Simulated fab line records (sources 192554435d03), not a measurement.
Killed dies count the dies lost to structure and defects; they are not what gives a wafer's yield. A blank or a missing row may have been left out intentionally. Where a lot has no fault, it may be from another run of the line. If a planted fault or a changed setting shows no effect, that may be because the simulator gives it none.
Split-lot trial    flow n5Finfet    on a route of 1938 steps: 7 lots, 21 wafers read

THE SPLIT ITSELF
At N5_FIN_SAQP_PECVD_47 (deposits a-Si from SiH4/He, target thk 45 nm, time 36.3 s), the setting timeS was moved away from the recipe's 36.3 s on 9 of the 21 wafers read, by -14.3% to +13.5%. For the rest of the wafers, this setting stayed at what the recipe calls for.

FROM THE SPLIT TO THE READING: what the file shows between them, 4 steps
- N5_FIN_SAQP_PECVD_48: deposits SiNx from SiH4/NH3/N2, target thk 25 nm, time 22.1 s
- N5_FIN_SAQP_PECVD_06: deposits a-Si from SiH4/He, target thk 60 nm, time 48.1 s
- N5_FIN_SAQP_ETCH_57: etches SiNx in CH3F/O2, target depth 32.5 nm, time 46.4 s
- N5_FIN_SAQP_ETCH_65: etches SiO2 in CF4, target depth 4 nm, time 4.4 s

THE READING
oesProductAu, in a.u., at N5_FIN_SAQP_MANDREL_ETCH_58 (etches a-Si in HBr/Cl2, stops on SiNx, target depth 45 nm, bt time 10 s, time 27 s). A value of 0.699 a.u. with a standard deviation of 0.0094 a.u. is what fault-free wafers of this fab line usually give.

wafer   tool, chamber at the split  timeS as run, s  against the recipe  oesProductAu, a.u.  against lot-mates on the recipe
L074.3  pecvd-02, 0                 31.1             -14.3%              0.630               no lot-mate on the recipe
L074.4  pecvd-02, 2                 31.1             -14.3%              0.648               no lot-mate on the recipe
L074.6  pecvd-02, 1                 31.1             -14.3%              0.639               no lot-mate on the recipe
L075.1  pecvd-03, 1                 32.25            -11.2%              0.648               -0.043
L075.3  pecvd-03, 2                 36.3             recipe              0.691               -
L075.4  pecvd-03, 1                 32.25            -11.2%              0.658               -0.033
L077.1  pecvd-02, 0                 41.19            +13.5%              0.759               +0.067
L077.3  pecvd-02, 2                 36.3             recipe              0.685               -
L077.6  pecvd-02, 2                 36.3             recipe              0.700               -
L085.2  pecvd-02, 0                 36.3             recipe              0.678               -
L085.3  pecvd-02, 1                 36.3             recipe              0.707               -
L085.4  pecvd-02, 2                 36.3             recipe              0.701               -
L086.2  pecvd-03, 1                 38.91            +7.2%               0.724               +0.028
L086.3  pecvd-03, 2                 36.3             recipe              0.698               -
L086.5  pecvd-03, 1                 36.3             recipe              0.693               -
L089.1  pecvd-03, 2                 36.3             recipe              0.692               -
L089.4  pecvd-03, 2                 31.72            -12.6%              0.656               -0.040
L089.6  pecvd-03, 0                 36.3             recipe              0.700               -
L093.1  pecvd-04, 0                 36.3             recipe              0.687               -
L093.5  pecvd-04, 0                 36.3             recipe              0.688               -
L093.6  pecvd-04, 2                 38.79            +6.9%               0.722               +0.034

THE FIT
A straight line over all 21 wafers: oesProductAu changes by +0.00392 a.u. for each +1% of timeS; r = +0.97; the points scatter about the line by 0.008 a.u.
The same after taking each lot's own level away (the mean of its wafers on the recipe; 18 wafers): +0.00393 a.u. for each +1%; r = +0.96; scatter 0.0078 a.u.
The reading moves by 0.056 a.u. for the largest change in timeS, on that fit.
Across the lots, their own levels run from 0.6875 to 0.6960 a.u., a range of 0.9 times the standard deviation given above.
So the lot-to-lot level changes the slope little: the two slopes agree.
Check: with one of the wafers moved furthest among these (+13.5%) left out of the fit, the line predicts +0.0497 a.u. for it against its lot-mates. Against them it came out at +0.0665 a.u.

OTHER SPLITS APPLIED TO THESE WAFERS
Before the reading, these wafers also passed through other splits. Each is held against what the fit with the lots' levels taken away leaves over:
other split on the same wafers       wafers away from the commonest value  r with oesProductAu (lot level and that fit taken away)
N5_WELL_APT_EXPOSE_22 doseMj         10                                    -0.12
N5_WELL_APT_DEVELOP_24 developTimeS  6                                     -0.07
N5_FIN_SAQP_HM_DEP_03 timeS          7                                     -0.10

THE WHOLE CHAIN: every reading that the file lists as answering this split, in the file's order
step                         what it does                                                                        reading                                                                           change (the file's fit)                    r (the file's)
N5_FIN_SAQP_PECVD_47         deposits a-Si from SiH4/He, target thk 45 nm, time 36.3 s                           a-Si_of_FIN_SAQP_PECVD_47.thkNm (the simulator's own value, which no gauge read)  +0.454 nm for each +1% of the setting      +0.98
N5_FIN_SAQP_MANDREL_ETCH_58  etches a-Si in HBr/Cl2, stops on SiNx, target depth 45 nm, bt time 10 s, time 27 s  oesProductAu                                                                      +0.00404 a.u. for each +1% of the setting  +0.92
N5_FIN_SAQP_MANDREL_ETCH_58  etches a-Si in HBr/Cl2, stops on SiNx, target depth 45 nm, bt time 10 s, time 27 s  etch.depthNm (the simulator's own value, which no gauge read)                     +0.454 nm for each +1% of the setting      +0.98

THE FILE'S OWN FIT
oesProductAu changes by +0.00404 a.u. for each +1% of timeS, r = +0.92.
